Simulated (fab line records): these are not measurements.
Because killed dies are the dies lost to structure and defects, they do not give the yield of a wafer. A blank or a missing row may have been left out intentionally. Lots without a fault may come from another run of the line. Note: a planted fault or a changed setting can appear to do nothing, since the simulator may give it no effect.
One fault seen from 3 desks ; flow n5-finfet ; every desk sees just its own numbers, and what lay behind them comes last

== THE DEFECT DESK ==
For each lot, the counts of the inspections along the route, averaged over the sampled wafers that have a number. Marked OUT: a lot whose mean sits more than 4 standard deviations from the usual mean, which makes it out of limits; the brackets give that distance.
Columns: A = raw-defect-count at N5_PASSIVATION_INSPECT_61, usual 2.0
lot;first seen here;A
L379;day 13 16:57;2.0
L388;day 15 16:37;0.7
L395;day 17 03:53;3.0
L396;day 17 20:45;2.3
L398;day 18 07:46;2.7
This desk's verdict: no lot among the 5 shows anything out of limits.

== FROM THE METROLOGY DESK ==
What the gauges read, lot by lot, whatever tool the lot ran on: means of the sampled wafers that have a number. Marked OUT: a lot whose mean sits more than 4 standard deviations from the usual mean, which makes it out of limits; the brackets give that distance.
Columns: A = cd-nm at N5_PASSIVATION_CD_MEAS_10, usual 3002.4 nm; B = TV_OVL at N5_PASSIVATION_OVL_MEAS_60, usual -3 nm
lot;first seen here;A;B
L379;day 13 16:53;3002.3;-9
L388;day 15 16:34;3002.7;1
L395;day 17 03:50;3005.5;-4
L396;day 17 20:42;3001.4;-4
L398;day 18 07:43;2999.0;1
This desk's verdict: no lot among the 5 shows anything out of limits.

== AT THE TOOL OWNER'S DESK: rie-diel-03 ==
The tool's own readings at N5_PASSIVATION_PASS_ETCH_74 (etches SiNx in CF4/O2, target depth 220 nm, time 110 s): means of the sampled wafers that have a number, for each lot that ran on this tool. Marked OUT: a lot whose mean sits more than 4 standard deviations from the usual mean, which makes it out of limits; the brackets give that distance.
Columns: A = drypump-motor-current-A at N5_PASSIVATION_PASS_ETCH_74, usual 5.7 A; B = oes-product-au at N5_PASSIVATION_PASS_ETCH_74, usual 0.78 a.u.; C = rf-fwd-power-W at N5_PASSIVATION_PASS_ETCH_74, usual 532.6 W; D = rf-vpp-V at N5_PASSIVATION_PASS_ETCH_74, usual 244 V; E = showerhead-plenum-p-Torr at N5_PASSIVATION_PASS_ETCH_74, usual 2.22 Torr; F = throttle-valve-pct at N5_PASSIVATION_PASS_ETCH_74, usual 16.05 %
lot;first seen here;A;B;C;D;E;F
L379;day 13 17:10;5.7;0.77;534.0;250;2.29;16.32
L396;day 17 21:08;5.5;0.78;574.9 (+26) OUT;239;2.26;16.22
This desk's finding: out of limits on L396; first on L396, day 17 21:08 (rf-fwd-power-W at N5_PASSIVATION_PASS_ETCH_74). L379: within limits.

== BROUGHT TOGETHER ==
On L396, at day 17 21:08, an alarm was possible from the tool owner's desk.
The defect desk saw nothing out of limits.
Metrology desk: nothing out of limits seen.
The defect desk has L396 on record, within its limits.
The metrology desk has L396 on record, within its limits.
The lots listed all ran N5_PASSIVATION_PASS_ETCH_74 on rie-diel-03.

== WHAT HAD BEEN PUT IN BY THE SIMULATOR ==
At N5_PASSIVATION_PASS_ETCH_74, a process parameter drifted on rie-diel-03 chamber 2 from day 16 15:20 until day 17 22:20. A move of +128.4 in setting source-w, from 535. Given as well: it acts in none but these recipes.
Lots struck among those shown: L396.
Time in hours from fault onset to the first out-of-limits reading at each desk: the tool owner's desk, 30.
